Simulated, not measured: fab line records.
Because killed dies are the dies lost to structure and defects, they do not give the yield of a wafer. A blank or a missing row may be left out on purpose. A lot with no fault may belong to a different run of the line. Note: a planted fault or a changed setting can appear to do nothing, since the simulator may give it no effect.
Matching of chambers :: flow n5_finfet :: N5_BEOL_M0_SAQP_ETCH_101 on rie_diel-03 has 4 sister chambers
The step etches SiNx in CH3F/O2, target depth 29.9 nm, time 42.7 s. 14 wafers are shown with their chamber, then 7 later ones without.

## WAFERS PAIRED WITH THEIR CHAMBERS
wafer: L084.1
chamber: 0
showerhead_plenum_p_Torr (Torr): 2.04
drypump_motor_current_A (A): 5.60
oes_product_au (a.u.): 0.90

wafer: L084.4
chamber: 3
showerhead_plenum_p_Torr (Torr): 1.93
drypump_motor_current_A (A): 5.45
oes_product_au (a.u.): 0.79

wafer: L084.6
chamber: 3
showerhead_plenum_p_Torr (Torr): 1.93
drypump_motor_current_A (A): 5.46
oes_product_au (a.u.): 0.79

wafer: L087.1
chamber: 0
showerhead_plenum_p_Torr (Torr): 2.04
drypump_motor_current_A (A): 5.63
oes_product_au (a.u.): 0.90

wafer: L087.4
chamber: 2
showerhead_plenum_p_Torr (Torr): 2.13
drypump_motor_current_A (A): 5.69
oes_product_au (a.u.): 0.88

wafer: L087.5
chamber: 1
showerhead_plenum_p_Torr (Torr): 2.08
drypump_motor_current_A (A): 6.33
oes_product_au (a.u.): 0.71

wafer: L088.1
chamber: 0
showerhead_plenum_p_Torr (Torr): 2.04
drypump_motor_current_A (A): 5.59
oes_product_au (a.u.): 0.89

wafer: L088.3
chamber: 2
showerhead_plenum_p_Torr (Torr): 2.13
drypump_motor_current_A (A): 5.73
oes_product_au (a.u.): 0.87

wafer: L088.6
chamber: 0
showerhead_plenum_p_Torr (Torr): 2.04
drypump_motor_current_A (A): 5.60
oes_product_au (a.u.): 0.89

wafer: L090.2
chamber: 2
showerhead_plenum_p_Torr (Torr): 2.13
drypump_motor_current_A (A): 5.73
oes_product_au (a.u.): 0.88

wafer: L090.4
chamber: 3
showerhead_plenum_p_Torr (Torr): 1.93
drypump_motor_current_A (A): 5.47
oes_product_au (a.u.): 0.79

wafer: L090.6
chamber: 3
showerhead_plenum_p_Torr (Torr): 1.93
drypump_motor_current_A (A): 5.47
oes_product_au (a.u.): 0.80

wafer: L093.2
chamber: 0
showerhead_plenum_p_Torr (Torr): 2.03
drypump_motor_current_A (A): 5.59
oes_product_au (a.u.): 0.89

wafer: L093.4
chamber: 2
showerhead_plenum_p_Torr (Torr): 2.13
drypump_motor_current_A (A): 5.72
oes_product_au (a.u.): 0.88

SIGNATURES (means of the wafers above)
reading: showerhead_plenum_p_Torr
chamber 0: 2.0380
chamber 1: 2.0800
chamber 2: 2.1300
chamber 3: 1.9300
scatter within a chamber: 0.00283

reading: drypump_motor_current_A
chamber 0: 5.6020
chamber 1: 6.3300
chamber 2: 5.7175
chamber 3: 5.4625
scatter within a chamber: 0.0156

reading: oes_product_au
chamber 0: 0.8940
chamber 1: 0.7100
chamber 2: 0.8775
chamber 3: 0.7925
scatter within a chamber: 0.0052
Rule: for each reading, subtract the chamber's mean from the wafer's reading, divide by that reading's scatter and square the result; add these up over the readings and take the root, which gives the wafer's distance from the chamber. If the next closest chamber is less than 2 further off than the closest, the wafer can't be placed; otherwise it belongs to the closest. The scatter: the root of (the sum of the squares of (reading less its chamber's mean) over the shown wafers, divided by (wafers less chambers)).

## WAFERS WITHOUT THEIR CHAMBER
wafer: L093.5
showerhead_plenum_p_Torr (Torr): 1.93
drypump_motor_current_A (A): 5.47
oes_product_au (a.u.): 0.79

wafer: L092.1
showerhead_plenum_p_Torr (Torr): 1.93
drypump_motor_current_A (A): 5.46
oes_product_au (a.u.): 0.79

wafer: L092.2
showerhead_plenum_p_Torr (Torr): 2.13
drypump_motor_current_A (A): 5.70
oes_product_au (a.u.): 0.87

wafer: L092.5
showerhead_plenum_p_Torr (Torr): 2.13
drypump_motor_current_A (A): 5.70
oes_product_au (a.u.): 0.86

wafer: L097.2
showerhead_plenum_p_Torr (Torr): 1.93
drypump_motor_current_A (A): 5.45
oes_product_au (a.u.): 0.78

wafer: L097.3
showerhead_plenum_p_Torr (Torr): 2.12
drypump_motor_current_A (A): 5.71
oes_product_au (a.u.): 0.85

wafer: L097.5
showerhead_plenum_p_Torr (Torr): 2.03
drypump_motor_current_A (A): 5.60
oes_product_au (a.u.): 0.87

## WHICH CHAMBER EACH ONE RAN IN
wafer: L093.5
from the rows above: 3
in truth: 3

wafer: L092.1
from the rows above: 3
in truth: 3

wafer: L092.2
from the rows above: 2
in truth: 2

wafer: L092.5
from the rows above: 2
in truth: 2

wafer: L097.2
from the rows above: 3
in truth: 3

wafer: L097.3
from the rows above: 2
in truth: 2

wafer: L097.5
from the rows above: 0
in truth: 0
Placed correctly: 7 of 7. Number that these rows cannot place: 0. Number placed wrongly: 0.
